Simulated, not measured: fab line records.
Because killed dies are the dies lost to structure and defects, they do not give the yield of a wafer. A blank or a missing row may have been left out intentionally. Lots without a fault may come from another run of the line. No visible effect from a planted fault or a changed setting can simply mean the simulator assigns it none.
Matching of chambers :: flow n5 finfet :: 4 sister chambers for N5_BEOL_M9_CMP_52 on cmp-04
The step polishes, stops on SiCOH lowk, t overpolish 7 s, target thk 140 nm. 4 wafers are shown with their chamber, then 11 later ones without.

== EACH WAFER AND ITS CHAMBER ==
wafer: L084.5
chamber: 2
motor current A (A): 6.9

wafer: L087.5
chamber: 1
motor current A (A): 6.6

wafer: L091.5
chamber: 0
motor current A (A): 5.2

wafer: L092.1
chamber: 3
motor current A (A): 4.6

== WAFERS WITH NO CHAMBER GIVEN ==
wafer: L092.2
motor current A (A): 6.6

wafer: L092.3
motor current A (A): 6.7

wafer: L094.1
motor current A (A): 7.1

wafer: L094.4
motor current A (A): 6.3

wafer: L094.5
motor current A (A): 6.9

wafer: L093.3
motor current A (A): 4.8

wafer: L093.5
motor current A (A): 6.7

wafer: L093.6
motor current A (A): 6.6

wafer: L097.2
motor current A (A): 4.4

wafer: L097.4
motor current A (A): 6.2

wafer: L097.5
motor current A (A): 5.8

== EACH ONE'S CHAMBER ==
wafer: L092.2
from the rows above: can't be placed: 1 or 2
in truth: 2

wafer: L092.3
from the rows above: can't be placed: 1 or 2
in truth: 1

wafer: L094.1
from the rows above: can't be placed: 2 or 1
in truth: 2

wafer: L094.4
from the rows above: can't be placed: 1 or 2
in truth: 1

wafer: L094.5
from the rows above: can't be placed: 2 or 1
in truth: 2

wafer: L093.3
from the rows above: can't be placed: 3 or 0
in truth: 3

wafer: L093.5
from the rows above: can't be placed: 1 or 2
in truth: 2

wafer: L093.6
from the rows above: can't be placed: 1 or 2
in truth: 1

wafer: L097.2
from the rows above: 3
in truth: 3

wafer: L097.4
from the rows above: can't be placed: 1 or 2
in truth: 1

wafer: L097.5
from the rows above: can't be placed: 0 or 1 or 2
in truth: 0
Placed correctly: 1 of 11. Not placeable from these rows: 10 (in 10, the candidates include the true chamber). Number placed wrongly: 0.
How it was worked out, from the rows above alone: a wafer's distance from a chamber is the root of the sum, over the readings, of the square of ((its reading less the chamber's mean) divided by the reading's scatter). The wafer belongs to the nearest chamber; if the next one is less than 2 further off, it can't be placed. For every chamber, the mean is computed from those of its wafers that are shown. The scatter (one wafer shown for each chamber): square how far every hidden wafer sits from the nearest shown wafer, average those squares and take the square root.
